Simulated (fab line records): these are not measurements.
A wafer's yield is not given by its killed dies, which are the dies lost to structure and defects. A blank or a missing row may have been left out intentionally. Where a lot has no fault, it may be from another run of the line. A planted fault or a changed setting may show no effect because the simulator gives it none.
Split-lot study || flow n5 finfet || 39 wafers read across 7 lots, on a route 1938 steps long

THE SPLIT
At N5_PASSIVATION_PECVD_53 (deposits SiO2 from TEOS/O2, target thk 800 nm, time 169.4 s), the setting time s was moved away from the recipe's 169.4 s on 12 of the 39 wafers read, by -46.9% to +33.3%. For the rest of the wafers, this setting stayed at what the recipe calls for.

Reading taken at the split's own step.

THE READING
SiO2_of_PASSIVATION_PECVD_53.thk nm (the simulator's own value, which no gauge read), in nm, at N5_PASSIVATION_PECVD_53 (deposits SiO2 from TEOS/O2, target thk 800 nm, time 169.4 s). The file does not state a usual value for it. The 27 wafers here that ran the recipe average 807.3 nm, standard deviation 13 nm.

{"wafer": "L079.1", "tool, chamber at the split": "pecvd-02, 0", "time s as run, s": 169.4, "against the recipe": "recipe", "SiO2_of_PASSIVATION_PECVD_53.thk nm, nm": 815.2, "against lot-mates on the recipe": "-"}
{"wafer": "L079.2", "tool, chamber at the split": "pecvd-02, 1", "time s as run, s": 169.4, "against the recipe": "recipe", "SiO2_of_PASSIVATION_PECVD_53.thk nm, nm": 798.2, "against lot-mates on the recipe": "-"}
{"wafer": "L079.3", "tool, chamber at the split": "pecvd-02, 2", "time s as run, s": 169.4, "against the recipe": "recipe", "SiO2_of_PASSIVATION_PECVD_53.thk nm, nm": 804.8, "against lot-mates on the recipe": "-"}
{"wafer": "L079.4", "tool, chamber at the split": "pecvd-02, 2", "time s as run, s": 169.4, "against the recipe": "recipe", "SiO2_of_PASSIVATION_PECVD_53.thk nm, nm": 828.4, "against lot-mates on the recipe": "-"}
{"wafer": "L079.5", "tool, chamber at the split": "pecvd-02, 0", "time s as run, s": 169.4, "against the recipe": "recipe", "SiO2_of_PASSIVATION_PECVD_53.thk nm, nm": 822.4, "against lot-mates on the recipe": "-"}
{"wafer": "L079.6", "tool, chamber at the split": "pecvd-02, 1", "time s as run, s": 169.4, "against the recipe": "recipe", "SiO2_of_PASSIVATION_PECVD_53.thk nm, nm": 817.8, "against lot-mates on the recipe": "-"}
{"wafer": "L077.1", "tool, chamber at the split": "pecvd-03, 1", "time s as run, s": 225.8, "against the recipe": "+33.3%", "SiO2_of_PASSIVATION_PECVD_53.thk nm, nm": 1048, "against lot-mates on the recipe": "+261.2"}
{"wafer": "L077.2", "tool, chamber at the split": "pecvd-03, 0", "time s as run, s": 169.4, "against the recipe": "recipe", "SiO2_of_PASSIVATION_PECVD_53.thk nm, nm": 778.4, "against lot-mates on the recipe": "-"}
{"wafer": "L077.3", "tool, chamber at the split": "pecvd-03, 2", "time s as run, s": 225.8, "against the recipe": "+33.3%", "SiO2_of_PASSIVATION_PECVD_53.thk nm, nm": 1046, "against lot-mates on the recipe": "+259.2"}
{"wafer": "L077.4", "tool, chamber at the split": "pecvd-03, 2", "time s as run, s": 169.4, "against the recipe": "recipe", "SiO2_of_PASSIVATION_PECVD_53.thk nm, nm": 798, "against lot-mates on the recipe": "-"}
{"wafer": "L077.5", "tool, chamber at the split": "pecvd-03, 1", "time s as run, s": 225.8, "against the recipe": "+33.3%", "SiO2_of_PASSIVATION_PECVD_53.thk nm, nm": 1077, "against lot-mates on the recipe": "+290.2"}
{"wafer": "L077.6", "tool, chamber at the split": "pecvd-03, 0", "time s as run, s": 169.4, "against the recipe": "recipe", "SiO2_of_PASSIVATION_PECVD_53.thk nm, nm": 784, "against lot-mates on the recipe": "-"}
{"wafer": "L081.1", "tool, chamber at the split": "pecvd-02, 0", "time s as run, s": 169.4, "against the recipe": "recipe", "SiO2_of_PASSIVATION_PECVD_53.thk nm, nm": 809.2, "against lot-mates on the recipe": "-"}
{"wafer": "L081.2", "tool, chamber at the split": "pecvd-02, 2", "time s as run, s": 169.4, "against the recipe": "recipe", "SiO2_of_PASSIVATION_PECVD_53.thk nm, nm": 786.8, "against lot-mates on the recipe": "-"}
{"wafer": "L081.3", "tool, chamber at the split": "pecvd-02, 1", "time s as run, s": 169.4, "against the recipe": "recipe", "SiO2_of_PASSIVATION_PECVD_53.thk nm, nm": 805.6, "against lot-mates on the recipe": "-"}
{"wafer": "L081.4", "tool, chamber at the split": "pecvd-02, 1", "time s as run, s": 169.4, "against the recipe": "recipe", "SiO2_of_PASSIVATION_PECVD_53.thk nm, nm": 807.2, "against lot-mates on the recipe": "-"}
{"wafer": "L081.5", "tool, chamber at the split": "pecvd-02, 0", "time s as run, s": 169.4, "against the recipe": "recipe", "SiO2_of_PASSIVATION_PECVD_53.thk nm, nm": 816.8, "against lot-mates on the recipe": "-"}
{"wafer": "L081.6", "tool, chamber at the split": "pecvd-02, 2", "time s as run, s": 169.4, "against the recipe": "recipe", "SiO2_of_PASSIVATION_PECVD_53.thk nm, nm": 810.6, "against lot-mates on the recipe": "-"}
{"wafer": "L083.2", "tool, chamber at the split": "pecvd-02, 0", "time s as run, s": 169.4, "against the recipe": "recipe", "SiO2_of_PASSIVATION_PECVD_53.thk nm, nm": 820.8, "against lot-mates on the recipe": "-"}
{"wafer": "L083.4", "tool, chamber at the split": "pecvd-02, 0", "time s as run, s": 169.4, "against the recipe": "recipe", "SiO2_of_PASSIVATION_PECVD_53.thk nm, nm": 813.8, "against lot-mates on the recipe": "-"}
{"wafer": "L083.6", "tool, chamber at the split": "pecvd-02, 2", "time s as run, s": 169.4, "against the recipe": "recipe", "SiO2_of_PASSIVATION_PECVD_53.thk nm, nm": 800.8, "against lot-mates on the recipe": "-"}
{"wafer": "L086.1", "tool, chamber at the split": "pecvd-01, 0", "time s as run, s": 120, "against the recipe": "-29.2%", "SiO2_of_PASSIVATION_PECVD_53.thk nm, nm": 578.6, "against lot-mates on the recipe": -235.7}
{"wafer": "L086.2", "tool, chamber at the split": "pecvd-01, 2", "time s as run, s": 169.4, "against the recipe": "recipe", "SiO2_of_PASSIVATION_PECVD_53.thk nm, nm": 791.4, "against lot-mates on the recipe": "-"}
{"wafer": "L086.3", "tool, chamber at the split": "pecvd-01, 1", "time s as run, s": 120, "against the recipe": "-29.2%", "SiO2_of_PASSIVATION_PECVD_53.thk nm, nm": 570.2, "against lot-mates on the recipe": -244.1}
{"wafer": "L086.4", "tool, chamber at the split": "pecvd-01, 0", "time s as run, s": 169.4, "against the recipe": "recipe", "SiO2_of_PASSIVATION_PECVD_53.thk nm, nm": 820.6, "against lot-mates on the recipe": "-"}
{"wafer": "L086.5", "tool, chamber at the split": "pecvd-01, 2", "time s as run, s": 169.4, "against the recipe": "recipe", "SiO2_of_PASSIVATION_PECVD_53.thk nm, nm": 831, "against lot-mates on the recipe": "-"}
{"wafer": "L086.6", "tool, chamber at the split": "pecvd-01, 1", "time s as run, s": 120, "against the recipe": "-29.2%", "SiO2_of_PASSIVATION_PECVD_53.thk nm, nm": 583.6, "against lot-mates on the recipe": -230.7}
{"wafer": "L089.1", "tool, chamber at the split": "pecvd-01, 0", "time s as run, s": 209.6, "against the recipe": "+23.7%", "SiO2_of_PASSIVATION_PECVD_53.thk nm, nm": 995.6, "against lot-mates on the recipe": "+182.7"}
{"wafer": "L089.2", "tool, chamber at the split": "pecvd-01, 2", "time s as run, s": 209.6, "against the recipe": "+23.7%", "SiO2_of_PASSIVATION_PECVD_53.thk nm, nm": 980.4, "against lot-mates on the recipe": "+167.5"}
{"wafer": "L089.3", "tool, chamber at the split": "pecvd-01, 1", "time s as run, s": 209.6, "against the recipe": "+23.7%", "SiO2_of_PASSIVATION_PECVD_53.thk nm, nm": 992.4, "against lot-mates on the recipe": "+179.5"}
{"wafer": "L089.4", "tool, chamber at the split": "pecvd-01, 2", "time s as run, s": 169.4, "against the recipe": "recipe", "SiO2_of_PASSIVATION_PECVD_53.thk nm, nm": 803.6, "against lot-mates on the recipe": "-"}
{"wafer": "L089.5", "tool, chamber at the split": "pecvd-01, 0", "time s as run, s": 169.4, "against the recipe": "recipe", "SiO2_of_PASSIVATION_PECVD_53.thk nm, nm": 817.6, "against lot-mates on the recipe": "-"}
{"wafer": "L089.6", "tool, chamber at the split": "pecvd-01, 1", "time s as run, s": 169.4, "against the recipe": "recipe", "SiO2_of_PASSIVATION_PECVD_53.thk nm, nm": 817.4, "against lot-mates on the recipe": "-"}
{"wafer": "L096.1", "tool, chamber at the split": "pecvd-02, 2", "time s as run, s": 89.98, "against the recipe": "-46.9%", "SiO2_of_PASSIVATION_PECVD_53.thk nm, nm": 413.4, "against lot-mates on the recipe": -385.8}
{"wafer": "L096.2", "tool, chamber at the split": "pecvd-02, 1", "time s as run, s": 169.4, "against the recipe": "recipe", "SiO2_of_PASSIVATION_PECVD_53.thk nm, nm": 791.4, "against lot-mates on the recipe": "-"}
{"wafer": "L096.3", "tool, chamber at the split": "pecvd-02, 0", "time s as run, s": 89.98, "against the recipe": "-46.9%", "SiO2_of_PASSIVATION_PECVD_53.thk nm, nm": 432, "against lot-mates on the recipe": -367.2}
{"wafer": "L096.4", "tool, chamber at the split": "pecvd-02, 1", "time s as run, s": 169.4, "against the recipe": "recipe", "SiO2_of_PASSIVATION_PECVD_53.thk nm, nm": 799, "against lot-mates on the recipe": "-"}
{"wafer": "L096.5", "tool, chamber at the split": "pecvd-02, 0", "time s as run, s": 89.98, "against the recipe": "-46.9%", "SiO2_of_PASSIVATION_PECVD_53.thk nm, nm": 435.6, "against lot-mates on the recipe": -363.6}
{"wafer": "L096.6", "tool, chamber at the split": "pecvd-02, 2", "time s as run, s": 169.4, "against the recipe": "recipe", "SiO2_of_PASSIVATION_PECVD_53.thk nm, nm": 807.2, "against lot-mates on the recipe": "-"}

THE FIT
A straight line over all 39 wafers: SiO2_of_PASSIVATION_PECVD_53.thk nm changes by +7.87 nm for each +1% of time s; r = +1.00; the points scatter about the line by 13 nm.
The same after taking each lot's own level away (the mean of its wafers on the recipe; 39 wafers): +7.95 nm for each +1%; r = +1.00; scatter 11 nm.
That fit puts the effect of the largest move of time s on the reading at 3.7e+02 nm.
From 786.80 to 814.47 nm: that is the span of the lots' own levels, equal to 2.1 times the standard deviation above.
Consequently the slope shifts little with the lot-to-lot level, the two slopes agreeing.
Check: with one of the wafers moved furthest among these (-46.9%) left out of the fit, the line predicts -371 nm for it against its lot-mates. Against them it came out at -386 nm.

THE OTHER SPLITS THESE WAFERS WENT THROUGH
Other splits were also applied to these wafers ahead of the reading. Each is held against what the fit with the lots' levels taken away leaves over:
{"other split on the same wafers": "N5_BEOL_M13_SPUTTER_44 time s", "wafers away from the commonest value": 6, "r with SiO2_of_PASSIVATION_PECVD_53.thk nm (lot level and that fit taken away)": "+0.16"}

FILE'S OWN FIT
SiO2_of_PASSIVATION_PECVD_53.thk nm changes by +7.95 nm for each +1% of time s, r = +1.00.
